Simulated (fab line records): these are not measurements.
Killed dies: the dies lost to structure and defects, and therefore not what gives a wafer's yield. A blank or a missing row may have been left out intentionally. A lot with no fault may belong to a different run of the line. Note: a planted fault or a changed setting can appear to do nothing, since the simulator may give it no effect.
Problem report, 8D (eight disciplines) form, completed by code || flow n5_finfet || the parts of the form that need people (team, actions taken, sign-off) are left out

1. WHAT WENT WRONG
head_pressure_psi at N5_BEOL_M3_CMP_52 reads a mean of 0.9406 psi on 2 wafers of 1 lot; wafers without a fault read 1.0000 psi with a standard deviation of 0.002. That puts it -30 standard deviations away from the usual mean.
The step: polishes, stops on SiOC, t overpolish 6.8 s, target thk 40 nm.
Seen first at day 10 14:31 on cmp-02, wafer L189.1. Wafers with a number at this step in the record: 30, from 10 lots. Rule for "out", or "out of limits": more than 4 standard deviations from the usual mean. Any other wafer with a number is counted as sound.

2. WHAT IT IS AND WHAT IT IS NOT
{"question": "which readings at this step", "is": "head_pressure_psi", "is not": "motor_current_A, overpolish_run_s, time_to_endpoint_s"}
{"question": "which lots", "is": "L189", "is not": "L176, L178, L179, L181, L183, L184, L187, L192, L198"}
{"question": "which wafers of those lots", "is": "L189.1, L189.5", "is not": "L189.2"}
{"question": "read on which tools", "is": "cmp-02", "is not": "cmp-01, cmp-03"}
{"question": "when", "is": "from day 10 14:31", "is not": "up to then (19 sound wafers); but 9 sound wafers of L178, L192, L198 came after"}

3. WHAT RULES OUT EACH SUSPECT
Counting: a tool at a process step up to the reading stays a suspect if it ran every lot that is out. Sound lots after the first of them don't rule it out here, since some wafers of a struck lot are sound.
- pvd_sputter-03 at N5_BEOL_M3_SPUTTER_90 (material Cu, target thk 4.5 nm, time 8.29 s): kept. The lot that is out, L189, ran on it at day 10 13:22; the last sound lot it ran before that was L183, at day 8 18:28.
- pvd_sputter-03 at N5_BEOL_M3_SPUTTER_92 (material Cu, target thk 4.5 nm, time 8.29 s): kept. The lot that is out, L189, ran on it at day 10 13:35; the last sound lot it ran before that was L183, at day 8 18:41.
- cmp-02 at N5_BEOL_M3_CMP_52 (polishes, stops on SiOC, t overpolish 6.8 s, target thk 40 nm): kept. The lot that is out, L189, ran on it at day 10 14:31; the last sound lot it ran before that was L187, at day 10 01:46. Its own head_pressure_psi readings are out on those wafers.
- At N5_BEOL_M3_CMP_52 on cmp-02, chamber 1 took the sound wafers of the same lots and chamber 2 took the wafers that are out.
After the count, these remain: pvd_sputter-03 at N5_BEOL_M3_SPUTTER_90, pvd_sputter-03 at N5_BEOL_M3_SPUTTER_92 and cmp-02 at N5_BEOL_M3_CMP_52.

4. THE CAUSE (what the simulator had put in)
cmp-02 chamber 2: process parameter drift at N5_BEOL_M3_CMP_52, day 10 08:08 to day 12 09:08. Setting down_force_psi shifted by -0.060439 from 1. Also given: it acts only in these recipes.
Of the 3 suspects that counting leaves, this tool is one.

5. THE EFFECT CHAIN, in route order
Rows list readings where the struck wafers' mean (over those with a number) sits beyond 3 standard deviations from the usual. Only readings for which the record gives a usual standard deviation are gone through. hours: the time from each lot's start at the first step in this table that gives one to its start at this step, as a median over the lots. sigmas: the change in usual standard deviations.
{"hours": 0, "step": "N5_BEOL_M3_CMP_52", "reading": "head_pressure_psi", "usual": "1.0000 psi", "on struck wafers": 0.9406, "change": -0.0594, "sigmas": -30}
The process steps in it:
- N5_BEOL_M3_CMP_52: polishes, stops on SiOC, t overpolish 6.8 s, target thk 40 nm.
Later measuring or inspecting steps at which every struck wafer that the step has a row for has a number for every such reading, and none has moved that far: N5_BEOL_M4_RC_MEAS_101.

6. WHAT WOULD HAVE CAUGHT IT SOONER
6 hours passed between the start of the fault at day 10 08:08 and the first reading out of limits in this record, taken at day 10 14:31.
